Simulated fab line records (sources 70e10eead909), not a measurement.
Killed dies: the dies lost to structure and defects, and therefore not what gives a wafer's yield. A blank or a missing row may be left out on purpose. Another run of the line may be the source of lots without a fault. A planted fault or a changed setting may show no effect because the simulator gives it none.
fab line records + flow nand-harc
record:
- lots: 12
- wafers: 36
- last-day: 32
route steps=1302 shown A_STAIRCASE@745
lots with no fault: from the same line, run without faults
start-h: the number of hours between the record's first day and the start of the first shown wafer of the lot + wait-h: hours from the lot's prior step to this one + " as in the row above + L1.1+2: a single row standing in for several wafers + - no value, or no start given + * or withheld: withheld + < > ~ a bound
route shown NAME@n: a module of which the file shows steps, and the number in the route of the first + usual: mean/standard deviation of fault-free wafers + same: alike in all rows + chamber/n: place in a boat + sites: per-site readings + _std_site: standard deviation across them + _edge_site: mean of outer sites minus mean of inner sites + radius-mm: for every site, how far away it sits from the centre of the wafer + mask NAME#n: copy n + behind: the most recent tool/chamber to have shaped the wafer + hold: why the lot went on hold/how many hours it stayed there/how the hold came to an end + device: which transistor (n, p or np) failed to switch + end of line: at the end of the route, the tests of the same wafers + a step with no rows: only its recipe + killed: the dies lost at the first sort to structure and to defects; this is not the yield of the wafer + map: dies across one wafer; x = killed, . = not, _ = none there
set.NAME: the run value of the setting; set.NAME@STEP: its run value at that earlier step + model.NAME: the simulator's own value behind a step, which no gauge read
a sample of lots followed through the steps of the route, with each step as a table and each wafer as a row
services: from which hour (start-h, from the record's first day; less than 0 if before it) a tool's chamber was out of use, for how many hours, and why
== steps ==
step: NHARC_A_STAIRCASE_TRIM_231
recipe:
- time-s: 211.2
- o2-flow-sccm: 500
- ar-flow-sccm: 0
- bias-w: 0
- chemistry: O2
usual:
- chamber-pressure-mTorr: 60.01/0.06
- drypump-motor-current-A: 5.8/0.47
- oes-product-au: 1.001/0.015
- rf-vpp-V: 57.8/0.92
- showerhead-plenum-p-Torr: 3.58/0.16
- throttle-valve-pct: 17.037/0.0096
| lot.wafer | tool        | chamber | start-h | wait-h | chamber-pressure-mTorr | drypump-motor-current-A | oes-product-au | rf-hours-counter-h | rf-vpp-V | showerhead-plenum-p-Torr | throttle-valve-pct |
|-----------|-------------|---------|---------|--------|------------------------|-------------------------|----------------|--------------------|----------|--------------------------|--------------------|
| L525.4    | rie-diel-08 | 2       | -       | -      | 59.94                  | 6.3                     | 1.025          | 4                  | 57.5     | 3.55                     | 17.025             |
| L525.1    | "           | 0       | "       | "      | 60.13                  | 6.0                     | 1.016          | 4                  | 58.4     | 3.81                     | 17.041             |
| L525.5    | "           | 2       | "       | "      | 60.10                  | 6.3                     | 1.034          | -                  | 57.4     | 3.55                     | 17.039             |
| L526.4    | rie-diel-10 | 3       | -       | -      | 60.04                  | 5.7                     | 0.988          | 48                 | 59.4     | 3.56                     | 17.042             |
| L526.2    | "           | 0       | "       | "      | 59.94                  | 5.0                     | 1.011          | 46                 | 58.9     | 3.78                     | 17.032             |
| L526.5    | "           | 2       | "       | "      | 60.05                  | 5.1                     | 1.022          | -                  | 57.8     | 3.78                     | 17.042             |
| L528.4    | rie-diel-10 | 1       | -       | -      | 59.94                  | 5.5                     | 0.985          | 54                 | 57.8     | 3.74                     | 17.050             |
| L528.2    | "           | 2       | "       | "      | 60.06                  | 5.1                     | 1.019          | 49                 | 57.9     | 3.78                     | 17.044             |
| L528.5    | "           | 3       | "       | "      | 60.03                  | 5.7                     | 0.985          | -                  | 56.9     | 3.56                     | 17.042             |
| L529.2    | rie-diel-06 | 3       | -       | -      | 59.96                  | 6.3                     | 1.007          | 36                 | 57.3     | 3.43                     | 17.050             |
| L529.1    | "           | 1       | "       | "      | 59.96                  | 5.6                     | 0.986          | 29                 | 58.0     | 3.36                     | 17.027             |
| L529.6    | "           | 2       | "       | "      | 59.93                  | 6.3                     | 1.002          | -                  | 59.3     | 3.79                     | 17.037             |
| L530.4    | rie-diel-06 | 2       | -       | -      | 60.01                  | 6.3                     | 1.007          | 44                 | 59.4     | 3.78                     | 17.051             |
| L530.1    | "           | 0       | "       | "      | 60.02                  | 6.2                     | 1.033          | 34                 | 56.6     | 3.44                     | 17.042             |
| L530.5    | "           | 2       | "       | "      | 59.98                  | 6.3                     | 1.014          | -                  | 57.2     | 3.78                     | 17.039             |
| L531.3    | rie-diel-06 | 0       | -       | -      | 59.90                  | 6.2                     | 1.017          | 37                 | 56.9     | 3.44                     | 17.034             |
| L531.4    | "           | 3       | "       | "      | 60.00                  | 6.2                     | 0.994          | -                  | 57.2     | 3.43                     | 17.028             |
| L531.5    | "           | 0       | "       | "      | 59.96                  | 6.2                     | 1.008          | -                  | 57.3     | 3.44                     | 17.047             |
| L532.4    | rie-diel-08 | 3       | -       | -      | 60.02                  | 5.1                     | 0.975          | 30                 | 58.1     | 3.60                     | 17.035             |
| L532.3    | "           | 1       | "       | "      | 59.94                  | 5.5                     | 0.983          | 27                 | 57.6     | 3.55                     | 17.053             |
| L532.6    | "           | 3       | "       | "      | 60.04                  | 5.1                     | 0.981          | -                  | 58.2     | 3.60                     | 17.031             |
| L533.1    | rie-diel-06 | 0       | -       | -      | 60.03                  | 6.1                     | 1.012          | 47                 | 58.2     | 3.43                     | 17.031             |
| L533.4    | "           | 3       | "       | "      | 60.02                  | 6.2                     | 1.003          | -                  | 58.2     | 3.42                     | 17.038             |
| L533.5    | "           | 2       | "       | "      | 59.97                  | 6.4                     | 0.994          | -                  | 57.3     | 3.78                     | 17.039             |
| L537.2    | rie-diel-08 | 3       | -       | -      | 60.13                  | 5.1                     | 0.989          | 55                 | 57.0     | 3.59                     | 17.019             |
| L537.5    | "           | 0       | "       | "      | 60.04                  | 6.0                     | 1.017          | -                  | 59.1     | 3.78                     | 17.060             |
| L537.6    | "           | 1       | "       | "      | 59.97                  | 5.5                     | 0.986          | -                  | 59.3     | 3.53                     | 17.032             |
| L542.2    | rie-diel-10 | 0       | -       | -      | 60.03                  | 5.0                     | 0.994          | 30                 | 56.7     | 3.76                     | 17.037             |
| L542.1    | "           | 1       | "       | "      | 60.03                  | 5.6                     | 0.994          | 23                 | 57.0     | 3.73                     | 17.049             |
| L542.5    | "           | 0       | "       | "      | 60.00                  | 5.0                     | 0.995          | -                  | 58.6     | 3.76                     | 17.040             |
| L544.2    | rie-diel-10 | 0       | -       | -      | 60.01                  | 5.0                     | 0.992          | 35                 | 57.3     | 3.76                     | 17.038             |
| L544.1    | "           | 3       | "       | "      | 60.03                  | 5.8                     | 0.978          | 37                 | 57.1     | 3.54                     | 17.029             |
| L544.6    | "           | 1       | "       | "      | 60.07                  | 5.6                     | 0.998          | -                  | 56.9     | 3.72                     | 17.041             |
| L546.3    | rie-diel-10 | 3       | -       | -      | 60.10                  | 5.8                     | 0.990          | 42                 | 58.3     | 3.54                     | 17.029             |
| L546.1    | "           | 0       | "       | "      | 59.98                  | 5.0                     | 1.003          | 40                 | 57.9     | 3.75                     | 17.031             |
| L546.5    | "           | 0       | "       | "      | 60.08                  | 4.9                     | 1.004          | -                  | 57.4     | 3.75                     | 17.051             |
step: NHARC_A_STAIRCASE_STRIP_238
recipe:
- power-w: 1500
- temp-c: 250
- chemistry: O2
usual:
- drypump-motor-current-A: 5.14/0.25
- heater-power-w: 347/34
| lot.wafer | tool            | chamber | start-h | wait-h | drypump-motor-current-A | heater-power-w | rf-hours-counter-h |
|-----------|-----------------|---------|---------|--------|-------------------------|----------------|--------------------|
| L525.1    | plasma-asher-02 | 1       | 388.11  | 0.1    | 4.84                    | 349            | 31                 |
| L525.4    | "               | 1       | "       | "      | 4.86                    | 348            | -                  |
| L525.5    | "               | 0       | "       | "      | 5.21                    | 313            | -                  |
| L526.2    | plasma-asher-02 | 0       | 390.27  | 0.4    | 5.18                    | 305            | 32                 |
| L526.4    | "               | 1       | "       | "      | 4.88                    | 345            | -                  |
| L526.5    | "               | 0       | "       | "      | 5.19                    | 312            | -                  |
| L528.2    | plasma-asher-01 | 0       | 415.10  | 0.1    | 5.03                    | 334            | 11                 |
| L528.4    | "               | 0       | "       | "      | 5.00                    | 338            | -                  |
| L528.5    | "               | 1       | "       | "      | 5.54                    | 426            | -                  |
| L529.1    | plasma-asher-02 | 0       | 421.85  | 0.1    | 5.20                    | 308            | 38                 |
| L529.2    | "               | 1       | "       | "      | 4.85                    | 351            | 38                 |
| L529.6    | "               | 1       | "       | "      | 4.88                    | 345            | -                  |
| L530.1    | plasma-asher-01 | 0       | 429.95  | 0.1    | 5.03                    | 332            | 14                 |
| L530.4    | "               | 1       | "       | "      | 5.58                    | 407            | -                  |
| L530.5    | "               | 1       | "       | "      | 5.55                    | 409            | -                  |
| L531.3    | plasma-asher-01 | 1       | 443.80  | 0.2    | 5.55                    | 393            | -                  |
| L531.4    | "               | 0       | "       | "      | 5.03                    | 324            | -                  |
| L531.5    | "               | 1       | "       | "      | 5.56                    | 403            | -                  |
| L532.4    | plasma-asher-02 | 0       | 459.38  | 0.2    | 5.21                    | 320            | -                  |
| L532.3    | "               | 1       | "       | "      | 4.91                    | 349            | -                  |
| L532.6    | "               | 0       | "       | "      | 5.20                    | 317            | -                  |
| L533.1    | plasma-asher-02 | 1       | 469.28  | 0.1    | 4.86                    | 345            | 6                  |
| L533.4    | "               | 1       | "       | "      | 4.87                    | 348            | -                  |
| L533.5    | "               | 1       | "       | "      | 4.88                    | 349            | -                  |
| L537.2    | plasma-asher-02 | 0       | 520.59  | 0.5    | 5.21                    | 327            | 16                 |
| L537.6    | "               | 0       | "       | "      | 5.19                    | 316            | -                  |
| L537.5    | "               | 1       | "       | "      | 4.87                    | 348            | -                  |
| L542.1    | plasma-asher-01 | 1       | 547.70  | 0.1    | 5.57                    | 419            | 3                  |
| L542.2    | "               | 0       | "       | "      | 5.02                    | 326            | 3                  |
| L542.5    | "               | 1       | "       | "      | 5.59                    | 419            | -                  |
| L544.1    | plasma-asher-02 | 1       | 565.83  | 0.1    | 4.89                    | 348            | 28                 |
| L544.2    | "               | 0       | "       | "      | 5.20                    | 320            | 28                 |
| L544.6    | "               | 1       | "       | "      | 4.88                    | 347            | -                  |
| L546.1    | plasma-asher-01 | 0       | 583.16  | 0.1    | 5.03                    | 328            | 11                 |
| L546.3    | "               | 0       | "       | "      | 5.02                    | 327            | -                  |
| L546.5    | "               | 0       | "       | "      | 5.03                    | 320            | -                  |
step: NHARC_A_STAIRCASE_HM_DEP_456
recipe:
- target-thk-a: 31000
- temp-c: 400
- material: aC
usual:
- throttle-valve-pct: 35.001/0.0096
| lot.wafer | tool       | chamber | start-h | wait-h | throttle-valve-pct |
|-----------|------------|---------|---------|--------|--------------------|
| L525.1    | acl-dep-01 | 0       | 390.89  | -      | 35.010             |
| L525.4    | "          | 0       | "       | "      | 34.998             |
| L525.5    | "          | 0       | "       | "      | 34.991             |
| L526.2    | acl-dep-01 | 0       | 393.18  | -      | 34.998             |
| L526.4    | "          | 0       | "       | "      | 35.009             |
| L526.5    | "          | 0       | "       | "      | 35.015             |
| L528.2    | acl-dep-02 | 0       | 417.87  | -      | 34.997             |
| L528.4    | "          | 0       | "       | "      | 34.993             |
| L528.5    | "          | 0       | "       | "      | 35.008             |
| L529.1    | acl-dep-03 | 0       | 424.24  | -      | 34.992             |
| L529.2    | "          | 0       | "       | "      | 35.010             |
| L529.6    | "          | 0       | 425.79  | -      | 35.005             |
| L530.1    | acl-dep-03 | 0       | 437.36  | -      | 34.989             |
| L530.4    | "          | 0       | "       | "      | 34.996             |
| L530.5    | "          | 0       | "       | "      | 35.004             |
| L531.3    | acl-dep-01 | 0       | 451.97  | -      | 35.008             |
| L531.4    | "          | 0       | "       | "      | 34.994             |
| L531.5    | "          | 0       | "       | "      | 34.990             |
| L532.3    | acl-dep-02 | 0       | 462.28  | -      | 35.007             |
| L532.4    | "          | 0       | "       | "      | 34.991             |
| L532.6    | "          | 0       | "       | "      | 35.004             |
| L533.1    | acl-dep-03 | 0       | 471.74  | -      | 35.007             |
| L533.4    | "          | 0       | "       | "      | 35.005             |
| L533.5    | "          | 0       | "       | "      | 35.008             |
| L533.1    | acl-dep-03 | 0       | 474.13  | 2.1    | 34.997             |
| L533.4    | "          | 0       | "       | "      | 35.005             |
| L533.5    | "          | 0       | "       | "      | 34.999             |
| L537.2    | acl-dep-02 | 0       | 523.58  | -      | 35.009             |
| L537.5    | "          | 0       | "       | "      | 35.006             |
| L537.6    | "          | 0       | "       | "      | 35.007             |
| L537.2    | acl-dep-02 | 0       | 525.96  | 2.1    | 35.007             |
| L537.5    | "          | 0       | "       | "      | 34.985             |
| L537.6    | "          | 0       | "       | "      | 34.976             |
| L542.1    | acl-dep-03 | 0       | 551.62  | -      | 34.997             |
| L542.2    | "          | 0       | "       | "      | 34.994             |
| L542.5    | "          | 0       | "       | "      | 34.994             |
| L544.1    | acl-dep-03 | 0       | 573.15  | -      | 34.991             |
| L544.2    | "          | 0       | "       | "      | 35.005             |
| L544.6    | "          | 0       | 574.70  | -      | 34.987             |
| L546.1    | acl-dep-03 | 0       | 585.62  | -      | 35.024             |
| L546.3    | "          | 0       | "       | "      | 35.008             |
| L546.5    | "          | 0       | "       | "      | 35.001             |
step: NHARC_A_STAIRCASE_DEP_259
recipe:
- target-thk-a: 300
- target-thk-nm: 30
- temp-c: 400
- pressure-torr: 3.5
- flow-sccm: 200
- rf-w: 350
- material: SiON
usual:
- heater-power-outer-w: 479/61
- heater-power-w: 780/83
- rf-fwd-power-W: 348.4/1.2
| lot.wafer | tool     | chamber | start-h | wait-h | heater-power-outer-w | heater-power-w | rf-fwd-power-W |
|-----------|----------|---------|---------|--------|----------------------|----------------|----------------|
| L525.1    | pecvd-04 | 2       | 392.82  | 1.6    | 385                  | 670            | 349.6          |
| L525.4    | "        | 1       | "       | "      | 399                  | 634            | 348.6          |
| L525.5    | "        | 2       | "       | "      | 394                  | 666            | 349.6          |
| L526.2    | pecvd-03 | 1       | 394.73  | 1.2    | 478                  | 788            | 347.5          |
| L526.5    | "        | 2       | "       | "      | 426                  | 776            | 347.8          |
| L526.4    | "        | 0       | "       | "      | 483                  | 816            | 347.8          |
| L528.2    | pecvd-03 | 2       | 419.45  | 1.3    | 508                  | 858            | 348.1          |
| L528.5    | "        | 1       | "       | "      | 463                  | 772            | 348.6          |
| L528.4    | "        | 2       | "       | "      | 506                  | 862            | 348.7          |
| L529.1    | pecvd-03 | 1       | 426.12  | 1.6    | 442                  | 712            | 347.3          |
| L529.2    | "        | 2       | "       | "      | 462                  | 812            | 349.9          |
| L529.6    | "        | 0       | "       | "      | 496                  | 839            | 347.0          |
| L530.1    | pecvd-04 | 2       | 439.26  | 1.6    | 432                  | 749            | 347.4          |
| L530.5    | "        | 1       | "       | "      | 415                  | 660            | 348.1          |
| L530.4    | "        | 0       | "       | "      | 537                  | 931            | 346.3          |
| L531.3    | pecvd-03 | 1       | 453.37  | 1.1    | 437                  | 747            | 348.4          |
| L531.4    | "        | 2       | "       | "      | 506                  | 888            | 348.6          |
| L531.5    | "        | 1       | "       | "      | 430                  | 754            | 348.8          |
| L532.3    | pecvd-02 | 0       | 463.56  | 1.0    | 399                  | 670            | 349.0          |
| L532.6    | "        | 2       | "       | "      | 587                  | 866            | 346.8          |
| L532.4    | "        | 0       | "       | "      | 389                  | 691            | 349.3          |
| L533.1    | pecvd-04 | 1       | 476.73  | 2.3    | 408                  | 676            | 347.5          |
| L533.5    | "        | 2       | "       | "      | 494                  | 811            | 349.1          |
| L533.4    | "        | 0       | "       | "      | 538                  | 977            | 347.5          |
| L537.2    | pecvd-03 | 2       | 527.64  | 1.4    | 504                  | 879            | 349.3          |
| L537.5    | "        | 1       | "       | "      | 383                  | 668            | 350.4          |
| L537.6    | "        | 0       | "       | "      | 502                  | 828            | 349.1          |
| L542.1    | pecvd-02 | 1       | 553.43  | 1.5    | 583                  | 848            | 347.6          |
| L542.2    | "        | 2       | "       | "      | 566                  | 850            | 347.6          |
| L542.5    | "        | 2       | "       | "      | 554                  | 813            | 347.8          |
| L544.1    | pecvd-02 | 2       | 575.03  | 1.6    | 514                  | 773            | 346.4          |
| L544.2    | "        | 0       | "       | "      | 409                  | 718            | 348.7          |
| L544.6    | "        | 2       | "       | "      | 521                  | 814            | 346.9          |
| L546.1    | pecvd-02 | 1       | 587.54  | 1.6    | 517                  | 817            | 348.2          |
| L546.3    | "        | 1       | "       | "      | 533                  | 785            | 348.7          |
| L546.5    | "        | 1       | "       | "      | 530                  | 808            | 347.5          |
== services ==
| tool            | chamber | start-h | hours | kind   |
|-----------------|---------|---------|-------|--------|
| pecvd-03        | -       | 366.27  | 13.0  | pm     |
| rie-diel-08     | -       | 367.84  | 9.0   | pm     |
| acl-dep-01      | -       | 372.13  | 13.0  | pm     |
| plasma-asher-01 | -       | 380.76  | 10.4  | repair |
| rie-diel-06     | -       | 384.12  | 1.8   | repair |
| pecvd-04        | 1       | 400.76  | 5.7   | repair |
| pecvd-02        | -       | 408.30  | 13.0  | pm     |
| rie-diel-10     | -       | 420.00  | 9.0   | pm     |
| plasma-asher-02 | -       | 426.13  | 9.0   | pm     |
| acl-dep-02      | -       | 426.38  | 13.0  | pm     |
| pecvd-04        | -       | 450.04  | 13.0  | pm     |
| plasma-asher-01 | -       | 461.79  | 0.8   | repair |
| rie-diel-10     | 1       | 466.77  | 17.7  | repair |
| rie-diel-06     | 2       | 474.45  | 7.3   | repair |
| plasma-asher-02 | -       | 479.96  | 2.6   | repair |
| acl-dep-03      | -       | 480.08  | 13.0  | pm     |
| rie-diel-06     | -       | 484.37  | 9.0   | pm     |
| rie-diel-10     | -       | 491.56  | 33.9  | repair |
| plasma-asher-01 | -       | 519.08  | 9.0   | pm     |
| pecvd-03        | 0       | 521.68  | 3.0   | repair |
| pecvd-03        | -       | 547.45  | 13.0  | pm     |
| rie-diel-06     | 3       | 558.29  | 5.9   | repair |
| pecvd-03        | -       | 575.30  | 91.9  | repair |
| pecvd-02        | 2       | 585.28  | 3.6   | repair |
== key ==
first-sign:
- step: NHARC_A_STAIRCASE_HM_DEP_456
- reading: visit
- direction: added
effect none on later readings
met-at NHARC_A_STAIRCASE_HM_DEP_456
struck-lots L533,L537
tester-left-out L533,L537
not-acting-at NHARC_A_STAIRCASE_TRIM_231,NHARC_A_STAIRCASE_STRIP_238,NHARC_A_STAIRCASE_DEP_259
fault:
- kind: repeated-step-whole
- tool: acl-dep-01,acl-dep-02,acl-dep-03
- chamber: -
- onset-h: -
- steps: NHARC_A_STAIRCASE_HM_DEP_456
- times: 1
- scope: struck-lots-only
tester-left-out: of these lots the tester's yield and bins aren't shown, on N5 and GAA mostly nor the transistor test; their killed dies are dies lost to structure and defects alone, not to doping, threshold or leakage, so they don't give the yield
